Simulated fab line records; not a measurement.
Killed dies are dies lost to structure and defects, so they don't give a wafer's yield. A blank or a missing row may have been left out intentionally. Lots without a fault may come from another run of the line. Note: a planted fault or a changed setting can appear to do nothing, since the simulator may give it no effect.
fab line records	flow n5Finfet
record: lots: 5	wafers: 15	lastDay: 16
route steps=1938 shown BEOL_M6@1212 PASSIVATION@1936
lots that met no fault: taken from a fault-free run of the same line
startH: hours from the record's first day to the start of the lot's first wafer shown	waitH: hours since the lot's step before	" unchanged from the row above	L1.1+2: several wafers, shown together as one row	- value missing, or start not given	* or withheld: withheld	< > ~ a bound
route shown NAME@n: names a module that has steps shown in the file, with the first one's number in the route	usual: average and standard deviation across the fault-free wafers	same: alike in all rows	chamber/n: place in a boat	sites: the reading at each site	_std_site: standard deviation of those values	_edge_site: mean of outer sites minus mean of inner sites	radiusMm: how far each site lies from the wafer's centre	mask NAME#n: copy n	behind: the tool/chamber that last shaped the wafer	hold: reason for holding the lot/hours on hold/outcome of the hold	device: which transistor (n, p or np) failed to switch	end of line: tests of these same wafers at the route's end	a step with no rows: only its recipe	killed: the dies lost at the first sort to structure and to defects; this is not the yield of the wafer	map: a wafer's dies, x killed, . not, _ none there
set.NAME: the run value of the setting; set.NAME@STEP: its run value at that earlier step	model.NAME: the simulator's own value behind a step, which no gauge read
lots at some steps of the route; a table a step, a row a wafer
services: a tool's chamber out of use, with start hour (startH, from the record's first day; less than 0 if before it), hours out, and reason
== steps ==
step: N5_BEOL_M6_ETCH_62
recipe: chemistry: N2/H2	target: SOC	targetDepthA: 1100	overetchA: 220	maskMaterial: SiARC	tempC: 40	timeS: 165	ionEnergyEv: 200	pressureMtorr: 30	sourceW: 840	biasW: 150	n2FlowSccm: 200	h2FlowSccm: 200
step: N5_BEOL_M6_STRIP_68
recipe: chemistry: N2/H2	tempC: 40	n2FlowSccm: 200	h2FlowSccm: 200	rfFrequencyHz: 6e+07
step: N5_BEOL_M6_STRIP_67
recipe: chemistry: CF4	resist: SiARC	powerW: 300	biasPowerW: 75	pressureMtorr: 50	cf4FlowSccm: 150	rfFrequencyHz: 6e+07
step: N5_BEOL_M6_HM_OPEN_17
recipe: chemistry: Cl2/BCl3	targetDepthA: 200	overetchA: 60	target: TiN	maskMaterial: SOC	ionEnergyEv: 150	pressureMtorr: 10	icpW: 1000	biasW: 126	Cl2_flow_sccm: 53.25	bcl3FlowSccm: 21.75	Ar_flow_sccm: 25
step: N5_BEOL_M6_STRIP_19
recipe: chemistry: O2	powerW: 400	tempC: 40	pressureMtorr: 30	rfFrequencyHz: 6e+07	biasPowerW: 0	overashFraction: 0.2	o2FlowSccm: 225
step: N5_BEOL_M6_COAT_63
recipe: resist: SOC	tempC: 250	timeS: 60	spinRpm: 1500	resistThkNm: 60
step: N5_BEOL_M6_COAT_64
recipe: resist: SiARC	tempC: 220	timeS: 60	spinRpm: 1500	resistThkNm: 12
step: N5_BEOL_M6_COAT_71
recipe: resist: underlayer	tempC: 205	timeS: 60	spinRpm: 1500	resistThkNm: 5
step: N5_BEOL_M6_COAT_22
recipe: resist: CAR-EUV	spinRpm: 1500	resistThkNm: 30
step: N5_BEOL_M6_EBR_24
recipe: solvent: PGMEA	ebrWidthMm: 1.5
step: N5_BEOL_M6_SOFTBAKE_23
recipe: tempC: 110	timeS: 60	resist: CAR-EUV
step: N5_BEOL_M6_EXPOSE_25
recipe: maskId: V5	na: 0.33	sourceShape: annular	sigmaInner: 0.4	sigmaOuter: 0.8	polarization: unpolarized	targetCdNm: 40	doseMj: 45
usual: exposureDoseMJCm2: 44.87/0.065	focusOffsetNm: 0.0/0.48
lot.wafer	tool	chamber	startH	waitH	mask	exposureDoseMJCm2	focusOffsetNm
L360.1	euvScanner-01	0	233.57	-	V5#0	44.89	0.3
L360.2	"	0	"	"	V5#0	44.89	0.3
L360.3	"	0	"	"	V5#0	44.97	0.1
L361.3	euvScanner-01	0	240.28	-	V5#0	50.29	0.4
L361.4	"	0	"	"	V5#0	50.24	-0.2
L361.5	"	0	"	"	V5#0	50.26	0.1
L365.1	euvScanner-01	0	241.53	-	V5#0	47.61	-0.8
L365.3	"	0	"	"	V5#0	47.65	-0.7
L365.6	"	0	"	"	V5#0	47.63	-0.4
L363.1	euvScanner-01	0	260.54	-	V5#0	47.14	0.6
L363.2	"	0	"	"	V5#0	47.11	-0.3
L363.5	"	0	"	"	V5#0	47.13	0.2
L368.3	euvScanner-02	0	301.76	-	V5#0	44.83	0.7
L368.4	"	0	"	"	V5#0	44.82	0.5
L368.6	"	0	"	"	V5#0	44.87	0.1
step: N5_BEOL_M6_PEB_26
recipe: pebTempC: 100	pebTimeS: 60	resist: CAR-EUV
step: N5_BEOL_M6_DEVELOP_27
recipe: developTimeS: 30	developer: TMAH	resist: CAR-EUV	rinseLiquid: surfactantRinse	dry: airSpin	devTempC: 23
step: N5_BEOL_M6_CD_MEAS_28
recipe: targetCdNm: 40	landingEnergyEv: 500	detector: seInlens
usual: cdNm: 39.95/0.22
lot.wafer	tool	chamber	startH	waitH	cdNm
L360.1	cdSem-03	0	233.71	-	39.92
L360.2	"	0	"	"	40.31
L360.3	"	0	"	"	40.09
L361.3	cdSem-03	0	240.40	-	42.36
L361.4	"	0	"	"	42.74
L361.5	"	0	"	"	42.60
L365.1	cdSem-01	0	241.66	-	41.19
L365.3	"	0	"	"	41.59
L365.6	"	0	"	"	41.01
L363.1	cdSem-03	0	260.68	-	41.14
L363.2	"	0	"	"	40.97
L363.5	"	0	"	"	41.65
L368.3	cdSem-01	0	301.88	-	40.12
L368.4	"	0	"	"	39.96
L368.6	"	0	"	"	39.90
step: N5_BEOL_M6_DESCUM_33
recipe: chemistry: O2	timeS: 7	sourcePowerW: 50	biasPowerW: 20	pressureMtorr: 20	rfFrequencyHz: 2.712e+07	tempC: 40	resist: CAR-EUV	o2FlowSccm: 225
usual: chamberPressureMTorr: 19.999/0.018	drypumpMotorCurrentA: 5.47/0.21	oesProductAu: 0.77/0.069	rfVppV: 243.0/1.3	showerheadPlenumPTorr: 2.08/0.068	throttleValvePct: 20.44/0.26
lot.wafer	tool	chamber	startH	waitH	chamberPressureMTorr	drypumpMotorCurrentA	oesProductAu	rfHoursCounterH	rfVppV	showerheadPlenumPTorr	throttleValvePct	model.BEOL_M6.cdNm
L360.1	rieDiel-06	3	233.83	0.0	19.988	5.33	0.77	145	242.8	2.10	20.60	39.8
L360.2	"	2	"	"	20.014	5.28	0.70	211	243.7	2.07	20.22	40
L360.3	"	1	"	"	20.024	5.86	0.77	103	242.8	2.10	19.95	39.8
L361.3	rieDiel-05	1	240.63	0.1	20.049	5.58	0.93	17	244.4	2.14	20.40	42.6
L361.4	"	0	"	"	19.956	5.11	0.73	187	244.5	2.17	20.81	42.4
L361.5	"	0	"	"	19.976	5.11	0.73	-	244.5	2.17	20.78	42.4
L365.1	rieDiel-06	0	241.81	0.1	19.961	5.53	0.72	202	242.4	1.99	20.65	41.2
L365.3	"	3	"	"	19.986	5.32	0.77	148	243.6	2.10	20.59	41.2
L365.6	"	3	"	"	19.978	5.32	0.78	-	243.8	2.10	20.59	41.2
L363.1	rieDiel-06	1	260.88	0.1	20.034	5.86	0.76	113	242.6	2.10	19.96	41.4
L363.2	"	2	"	"	20.006	5.28	0.70	220	242.1	2.07	20.24	41.4
L363.5	"	3	"	"	20.006	5.33	0.77	-	242.7	2.10	20.61	41.4
L368.3	rieDiel-05	2	302.03	0.1	19.975	5.89	0.69	239	241.0	2.06	20.36	40
L368.4	"	1	"	"	19.993	5.55	0.89	-	243.9	2.14	20.43	40
L368.6	"	3	"	"	20.009	5.59	0.85	-	244.9	2.12	20.37	39.8
step: N5_BEOL_M6_ETCH_72
recipe: chemistry: N2/H2	target: underlayer	targetDepthA: 65	maskMaterial: CAR-EUV	timeS: 5.2	ionEnergyEv: 200	pressureMtorr: 30	sourceW: 840	biasW: 150	n2FlowSccm: 200	h2FlowSccm: 200	ends: cleared
step: N5_BEOL_M6_ETCH_65
recipe: chemistry: CF4	target: SiARC	targetDepthA: 156	maskMaterial: CAR-EUV	timeS: 26	ionEnergyEv: 80	pressureMtorr: 40	sourceW: 545	biasW: 36	Ar_flow_sccm: 100	cf4FlowSccm: 100	ends: cleared
step: N5_BEOL_M6_ETCH_66
recipe: chemistry: N2/H2	target: SOC	targetDepthA: 800	overetchA: 160	maskMaterial: SiARC	tempC: 40	timeS: 120	ionEnergyEv: 200	pressureMtorr: 30	sourceW: 840	biasW: 150	n2FlowSccm: 200	h2FlowSccm: 200
step: N5_BEOL_M6_STRIP_69
recipe: chemistry: N2/H2	tempC: 40	n2FlowSccm: 200	h2FlowSccm: 200	rfFrequencyHz: 6e+07
step: N5_BEOL_M6_STRIP_73
recipe: chemistry: N2/H2	tempC: 40	n2FlowSccm: 200	h2FlowSccm: 200	rfFrequencyHz: 6e+07
step: N5_BEOL_M6_VIA_ETCH_34
recipe: chemistry: C4F6/O2	target: SiCOH_lowk	targetDepthA: 1263	maskMaterial: SOC	taperDeg: 4	timeS: 50.9	ionEnergyEv: 250	pressureMtorr: 30	sourceW: 345	biasW: 185	Ar_flow_sccm: 300	C4F6_flow_sccm: 10	O2_flow_sccm: 10
usual: chamberPressureMTorr: 30.001/0.027	drypumpMotorCurrentA: 5.47/0.21	oes_f_703_au: 0.77/0.066	oesProductAu: 0.77/0.069	rfVppV: 667/4.9	showerheadPlenumPTorr: 2.84/0.082	throttleValvePct: 20.90/0.23
lot.wafer	tool	chamber	startH	waitH	chamberPressureMTorr	drypumpMotorCurrentA	oes_f_703_au	oesProductAu	rfHoursCounterH	rfVppV	showerheadPlenumPTorr	throttleValvePct	model.BEOL_M6.cdNm
L360.1	rieDiel-06	3	234.01	0.0	30.020	5.32	0.78	0.78	146	673	2.85	21.04	39.8
L360.2	"	2	"	"	29.997	5.28	0.71	0.70	211	672	2.83	20.70	39.6
L360.3	"	1	"	"	29.980	5.90	0.77	0.78	104	668	2.88	20.54	39.8
L361.3	rieDiel-05	1	240.81	0.0	30.007	5.55	0.92	0.92	17	673	2.90	20.77	42.4
L361.4	"	0	"	"	29.948	5.13	0.74	0.73	187	661	2.94	21.21	42.4
L361.5	"	0	"	"	30.050	5.12	0.74	0.72	-	661	2.94	21.23	42.2
L365.1	rieDiel-06	0	241.99	0.0	29.999	5.53	0.72	0.72	202	665	2.71	21.12	41.6
L365.3	"	3	"	"	29.956	5.31	0.78	0.77	149	672	2.85	21.03	41.4
L365.6	"	3	"	"	30.059	5.32	0.78	0.78	-	672	2.85	21.05	41.4
L363.1	rieDiel-06	1	261.06	0.0	30.029	5.89	0.77	0.76	113	669	2.87	20.56	41.4
L363.2	"	2	"	"	30.009	5.28	0.70	0.70	220	673	2.82	20.72	41
L363.5	"	3	"	"	30.002	5.35	0.77	0.77	-	671	2.85	21.03	41.2
L368.3	rieDiel-05	2	302.21	0.0	29.951	5.91	0.68	0.68	239	674	2.82	20.85	39.4
L368.4	"	1	"	"	30.006	5.56	0.88	0.88	-	671	2.89	20.80	40
L368.6	"	3	"	"	29.981	5.61	0.85	0.84	-	666	2.88	20.81	39.8
step: N5_BEOL_M6_STRIP_76
recipe: chemistry: C4F6/O2	resist: SiARC	rfFrequencyHz: 6e+07
step: N5_PASSIVATION_PROBE_49
usual: defectLimitedYield: 90.9/1.3	killed_at_M0_to_M3: 36/11	killed_at_M4_up: 13/5.1	killedAtContacts: 14/4.9	killedAtFrontEnd: 41/10	killedAtOther: 3.4/2.6	killedDies: 107/16	killedOnRim: 14/4	killedOpen: 70/11	killedShort: 36/7.8	sort_bin_5_function: 5.4/0.84	sort_bin_6_memory: 3.4/0.67	sortNPass: 1073/16	sortYieldPct: 90.9/1.3
same: grossDies: 1180	killedAtBackSide: 0	sort_bin_4_leakage[%]: 0	sort_bin_8_speed[%]: 0
lot.wafer	tool	chamber	startH	waitH	defectLimitedYield[%]	killed_at_M0_to_M3	killed_at_M4_up	killedAtContacts	killedAtFrontEnd	killedAtOther	killedDies	killedOnRim	killedOpen	killedShort	sort_bin_5_function[%]	sort_bin_6_memory[%]	sortNPass	sortYieldPct[%]
L360.1	prober-02	-	331.36	0.0	91.3	24	13	14	43	9	103	13	60	41	5.2	3.3	1077	91.3
L360.2	prober-02	-	331.41	0.1	90.9	28	11	14	50	4	107	19	67	38	5.8	2.8	1073	90.9
L360.3	prober-02	-	331.46	0.1	90.2	57	11	10	32	6	116	17	73	40	5.4	3.8	1064	90.2
L361.3	prober-01	-	333.13	0.1	91.6	28	9	16	44	2	99	16	68	31	5.3	3.1	1081	91.6
L361.4	prober-01	-	333.18	0.2	92.8	18	6	8	49	4	85	8	56	27	4.4	2.6	1095	92.8
L361.5	prober-01	-	333.23	0.2	90.1	39	10	24	41	3	117	11	85	31	5.4	3.8	1063	90.1
L365.1	prober-01	-	340.21	0.0	91.5	25	8	25	37	5	100	13	64	35	4.9	3.1	1080	91.5
L365.3	prober-01	-	340.31	0.1	92.5	37	7	20	21	3	88	16	68	19	4.1	3.0	1092	92.5
L365.6	prober-01	-	340.46	0.3	93.1	24	15	8	34	1	82	5	56	25	4.0	2.8	1098	93.1
L363.1	prober-02	-	347.48	0.0	91.6	33	5	18	42	1	99	8	56	42	5.2	3.0	1081	91.6
L363.2	prober-02	-	347.53	0.1	90.1	27	16	11	63	0	117	16	77	40	5.6	4.0	1063	90.1
L363.5	prober-02	-	347.68	0.2	88.8	31	7	16	75	3	132	15	92	40	7.0	3.4	1048	88.8
L368.3	prober-01	-	385.24	0.1	89.0	38	18	11	62	1	130	16	94	34	6.4	4.5	1050	89.0
L368.4	prober-01	-	385.29	0.2	89.1	48	9	11	60	1	129	16	95	34	6.7	3.9	1051	89.1
L368.6	prober-01	-	385.39	0.3	90.8	29	18	10	48	4	109	9	68	38	4.7	4.2	1071	90.8
killed by level:class
L360.1 MOL_CONTACT_COAG:geometricParticle:open=11 STI_FIN_REVEAL:geometricParticle:open=8 BEOL_M3:geometricParticle:open=8 FIN_SAQP:geometricParticle:short=6 GATE_CUT:geometricParticle:short=6 DUMMY_GATE:geometricParticle:open=5 BEOL_M0_SAQP:geometricParticle:short=5 STI_FIN_REVEAL:geometricParticle:short=4
L360.2 BEOL_M3:geometricParticle:open=9 GATE_CUT:geometricParticle:open=8 BEOL_M0_SAQP:geometricParticle:short=7 MOL_CONTACT_COAG:geometricParticle:open=7 GATE_CUT:geometricParticle:short=7 MOL_CONTACT_COAG:geometricParticle:short=7 FIN_SAQP:geometricParticle:short=6 FIN_SAQP:geometricParticle:open=5
L360.3 BEOL_M3:geometricParticle:open=16 BEOL_M2:geometricParticle:open=9 STI_FIN_REVEAL:geometricParticle:open=8 BEOL_M0_SAQP:geometricParticle:open=8 BEOL_M0_SAQP:geometricParticle:short=8 FIN_SAQP:geometricParticle:short=6 MOL_CONTACT_COAG:geometricParticle:open=6 BEOL_M1:geometricParticle:open=6
L361.3 FIN_SAQP:geometricParticle:open=14 MOL_CONTACT_COAG:geometricParticle:open=12 FIN_SAQP:geometricParticle:short=9 BEOL_M3:geometricParticle:open=8 BEOL_M1:geometricParticle:open=6 DUMMY_GATE:geometricParticle:open=4 MOL_CONTACT_COAG:geometricParticle:short=4 BEOL_M0_SAQP:geometricParticle:open=4
L361.4 FIN_SAQP:geometricParticle:open=10 STI_FIN_REVEAL:geometricParticle:open=9 BEOL_M1:geometricParticle:open=7 ILD0:geometricParticle:open=5 MOL_CONTACT_COAG:geometricParticle:open=5 FIN_SAQP:geometricParticle:short=4 DUMMY_GATE:geometricParticle:short=4 GATE_CUT:geometricParticle:short=4
L361.5 MOL_CONTACT_COAG:geometricParticle:open=19 BEOL_M3:geometricParticle:open=10 BEOL_M1:geometricParticle:open=9 FIN_SAQP:geometricParticle:short=8 FIN_SAQP:geometricParticle:open=7 DUMMY_GATE:geometricParticle:open=7 BEOL_M2:geometricParticle:open=7 MOL_CONTACT_COAG:geometricParticle:short=5
L365.1 MOL_CONTACT_COAG:geometricParticle:open=17 STI_FIN_REVEAL:geometricParticle:open=8 MOL_CONTACT_COAG:geometricParticle:short=8 DUMMY_GATE:geometricParticle:open=6 BEOL_M1:geometricParticle:open=6 BEOL_M0_SAQP:geometricParticle:open=5 STARTING-WAFER:geometricParticle:short=5 GATE_CUT:geometricParticle:short=4
L365.3 MOL_CONTACT_COAG:geometricParticle:open=18 BEOL_M3:geometricParticle:open=14 BEOL_M0_SAQP:geometricParticle:open=11 FIN_SAQP:geometricParticle:short=5 STI_FIN_REVEAL:geometricParticle:open=5 FIN_SAQP:geometricParticle:open=3 DUMMY_GATE:geometricParticle:open=3 BEOL_M1:geometricParticle:open=3
L365.6 STI_FIN_REVEAL:geometricParticle:open=7 MOL_CONTACT_COAG:geometricParticle:open=6 DUMMY_GATE:geometricParticle:open=5 BEOL_M3:geometricParticle:open=5 FIN_SAQP:geometricParticle:open=4 BEOL_M0_SAQP:geometricParticle:short=4 BEOL_M1:geometricParticle:open=4 BEOL_M2:geometricParticle:open=4
L363.1 MOL_CONTACT_COAG:geometricParticle:open=13 STI_FIN_REVEAL:geometricParticle:open=11 FIN_SAQP:geometricParticle:short=8 BEOL_M0_SAQP:geometricParticle:short=8 BEOL_M2:geometricParticle:open=8 BEOL_M0_SAQP:geometricParticle:open=7 GATE_CUT:geometricParticle:short=5 MOL_CONTACT_COAG:geometricParticle:short=5
L363.2 STI_FIN_REVEAL:geometricParticle:open=17 FIN_SAQP:geometricParticle:open=11 MOL_CONTACT_COAG:geometricParticle:open=10 BEOL_M2:geometricParticle:open=10 BEOL_M0_SAQP:geometricParticle:short=7 BEOL_M4:geometricParticle:short=7 FIN_SAQP:geometricParticle:short=6 STI_FIN_REVEAL:geometricParticle:short=5
L363.5 STI_FIN_REVEAL:geometricParticle:open=32 MOL_CONTACT_COAG:geometricParticle:open=13 FIN_SAQP:geometricParticle:short=10 FIN_SAQP:geometricParticle:open=8 BEOL_M2:geometricParticle:open=8 BEOL_M0_SAQP:geometricParticle:open=7 STI_FIN_REVEAL:geometricParticle:short=5 BEOL_M0_SAQP:geometricParticle:short=5
L368.3 FIN_SAQP:geometricParticle:open=22 STI_FIN_REVEAL:geometricParticle:open=13 BEOL_M0_SAQP:geometricParticle:open=11 BEOL_M0_SAQP:geometricParticle:short=10 BEOL_M4:geometricParticle:open=9 MOL_CONTACT_COAG:geometricParticle:open=8 BEOL_M3:geometricParticle:open=7 FIN_SAQP:geometricParticle:short=6
L368.4 STI_FIN_REVEAL:geometricParticle:open=28 BEOL_M0_SAQP:geometricParticle:short=13 BEOL_M0_SAQP:geometricParticle:open=11 FIN_SAQP:geometricParticle:open=10 MOL_CONTACT_COAG:geometricParticle:open=10 BEOL_M2:geometricParticle:open=10 BEOL_M3:geometricParticle:open=6 GATE_CUT:geometricParticle:open=5
L368.6 FIN_SAQP:geometricParticle:open=11 STI_FIN_REVEAL:geometricParticle:open=11 BEOL_M2:geometricParticle:open=8 BEOL_M4:geometricParticle:open=7 MOL_CONTACT_COAG:geometricParticle:open=6 GATE_CUT:geometricParticle:short=5 BEOL_M1:geometricParticle:open=5 STARTING-WAFER:geometricParticle:short=5
== services ==
tool	chamber	startH	hours	kind
euvScanner-02	-	219.84	4.6	pm
euvScanner-02	-	237.18	1.0	pm
euvScanner-02	-	239.92	49.1	repair
euvScanner-01	-	261.42	1.0	pm
euvScanner-01	0	283.79	-	calibration
rieDiel-06	2	285.04	20.5	repair
euvScanner-02	-	293.33	1.0	pm
rieDiel-05	0	297.70	19.9	repair
euvScanner-01	-	298.73	5.8	pm
rieDiel-06	0	300.01	1.3	repair
== key ==
firstSign: step: N5_BEOL_M6_EXPOSE_25	reading: exposureDoseMJCm2	direction: up	sigmas: 53	usual: 44.87	struck: 48.34
effect: step: N5_BEOL_M6_CD_MEAS_28	reading: cdNm	direction: up	sigmas: 8	usual: 39.95	struck: 41.69	through: controlLoop
modelEffect: step: N5_BEOL_M6_DESCUM_33	value: BEOL_M6.cdNm	without: 40.04	struck: 41.69
modelEffect: step: N5_BEOL_M6_VIA_ETCH_34	value: BEOL_M6.cdNm	without: 40	struck: 41.67
metAt N5_BEOL_M6_EXPOSE_25
struckWafers L361.3,L361.4,L361.5,L363.1,L363.2,L363.5,L365.1,L365.3,L365.6
loopTrim: step: N5_BEOL_M6_EXPOSE_25	setting: dose	lots: L363,L365
onsetBetween 233.57 240.28
fault: kind: processParameterDrift	tool: euvScanner-01	chamber: -	onsetH: 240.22	steps: N5_BEOL_M6_EXPOSE_25	channel: doseMj	offset: 5.3426	shape: step	actsIn: theseRecipesOnly	stated: 45
loopTrim: a control loop set the setting to another value than it would have without faults
